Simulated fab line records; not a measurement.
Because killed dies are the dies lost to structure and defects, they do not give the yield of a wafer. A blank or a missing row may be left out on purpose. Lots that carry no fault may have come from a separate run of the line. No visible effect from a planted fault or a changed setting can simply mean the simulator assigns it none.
Chamber matching :: flow n5 finfet :: rie diel-03 running N5_BEOL_M4_VIA_ETCH_34: 4 sister chambers
The step etches the open film in C4F6/O2, target depth 69.4 nm, time 65.9 s. 16 wafers are shown with their chamber, then 8 later ones without.

== EACH WAFER AND ITS CHAMBER ==
wafer: L076.1
chamber: 1
throttle valve pct (%): 30.54
showerhead plenum p Torr (Torr): 2.91
drypump motor current A (A): 5.5

wafer: L076.3
chamber: 2
throttle valve pct (%): 31.22
showerhead plenum p Torr (Torr): 2.90
drypump motor current A (A): 5.0

wafer: L076.6
chamber: 0
throttle valve pct (%): 30.32
showerhead plenum p Torr (Torr): 2.87
drypump motor current A (A): 5.2

wafer: L078.2
chamber: 1
throttle valve pct (%): 30.53
showerhead plenum p Torr (Torr): 2.91
drypump motor current A (A): 5.5

wafer: L078.4
chamber: 2
throttle valve pct (%): 31.22
showerhead plenum p Torr (Torr): 2.90
drypump motor current A (A): 5.0

wafer: L078.5
chamber: 0
throttle valve pct (%): 30.34
showerhead plenum p Torr (Torr): 2.86
drypump motor current A (A): 5.2

wafer: L081.1
chamber: 3
throttle valve pct (%): 30.93
showerhead plenum p Torr (Torr): 2.76
drypump motor current A (A): 5.9

wafer: L081.4
chamber: 1
throttle valve pct (%): 30.55
showerhead plenum p Torr (Torr): 2.91
drypump motor current A (A): 5.5

wafer: L081.5
chamber: 1
throttle valve pct (%): 30.55
showerhead plenum p Torr (Torr): 2.91
drypump motor current A (A): 5.5

wafer: L083.1
chamber: 2
throttle valve pct (%): 31.24
showerhead plenum p Torr (Torr): 2.90
drypump motor current A (A): 5.0

wafer: L083.5
chamber: 3
throttle valve pct (%): 30.93
showerhead plenum p Torr (Torr): 2.76
drypump motor current A (A): 6.0

wafer: L083.6
chamber: 0
throttle valve pct (%): 30.35
showerhead plenum p Torr (Torr): 2.86
drypump motor current A (A): 5.2

wafer: L085.3
chamber: 2
throttle valve pct (%): 31.23
showerhead plenum p Torr (Torr): 2.90
drypump motor current A (A): 5.0

wafer: L085.5
chamber: 2
throttle valve pct (%): 31.24
showerhead plenum p Torr (Torr): 2.90
drypump motor current A (A): 5.0

wafer: L085.6
chamber: 1
throttle valve pct (%): 30.55
showerhead plenum p Torr (Torr): 2.91
drypump motor current A (A): 5.5

wafer: L086.1
chamber: 0
throttle valve pct (%): 30.37
showerhead plenum p Torr (Torr): 2.85
drypump motor current A (A): 5.2

SIGNATURES (means of the wafers above)
reading: throttle valve pct
chamber 0: 30.3450
chamber 1: 30.5440
chamber 2: 31.2300
chamber 3: 30.9300
scatter within a chamber: 0.013

reading: showerhead plenum p Torr
chamber 0: 2.8600
chamber 1: 2.9100
chamber 2: 2.9000
chamber 3: 2.7600
scatter within a chamber: 0.00408

reading: drypump motor current A
chamber 0: 5.200
chamber 1: 5.500
chamber 2: 5.000
chamber 3: 5.950
scatter within a chamber: 0.0204
Rule: distance of a wafer from a chamber = root of the sum over the readings of ((wafer's reading minus chamber's mean) / reading's scatter) squared. The wafer belongs to the nearest chamber; if the next one is less than 2 further off, it can't be placed. The scatter: take each reading less its chamber's mean, square it, sum over the shown wafers, divide by the number of wafers less the number of chambers, and take the root.

== WAFERS MISSING THEIR CHAMBER ==
wafer: L086.3
throttle valve pct (%): 30.57
showerhead plenum p Torr (Torr): 2.90
drypump motor current A (A): 5.5

wafer: L086.4
throttle valve pct (%): 31.25
showerhead plenum p Torr (Torr): 2.89
drypump motor current A (A): 5.0

wafer: L090.1
throttle valve pct (%): 30.96
showerhead plenum p Torr (Torr): 2.75
drypump motor current A (A): 5.9

wafer: L090.3
throttle valve pct (%): 30.58
showerhead plenum p Torr (Torr): 2.90
drypump motor current A (A): 5.5

wafer: L090.5
throttle valve pct (%): 31.26
showerhead plenum p Torr (Torr): 2.89
drypump motor current A (A): 5.0

wafer: L095.2
throttle valve pct (%): 30.98
showerhead plenum p Torr (Torr): 2.75
drypump motor current A (A): 5.9

wafer: L095.4
throttle valve pct (%): 30.59
showerhead plenum p Torr (Torr): 2.89
drypump motor current A (A): 5.5

wafer: L095.6
throttle valve pct (%): 30.95
showerhead plenum p Torr (Torr): 2.75
drypump motor current A (A): 5.9

== THE CHAMBER EACH PASSED THROUGH ==
wafer: L086.3
from the rows above: 1
in truth: 1

wafer: L086.4
from the rows above: 2
in truth: 2

wafer: L090.1
from the rows above: 3
in truth: 3

wafer: L090.3
from the rows above: 1
in truth: 1

wafer: L090.5
from the rows above: 2
in truth: 2

wafer: L095.2
from the rows above: 3
in truth: 3

wafer: L095.4
from the rows above: 1
in truth: 1

wafer: L095.6
from the rows above: 3
in truth: 3
Placed correctly: 8 of 8. From these rows, 0 cannot be placed. Number placed wrongly: 0.
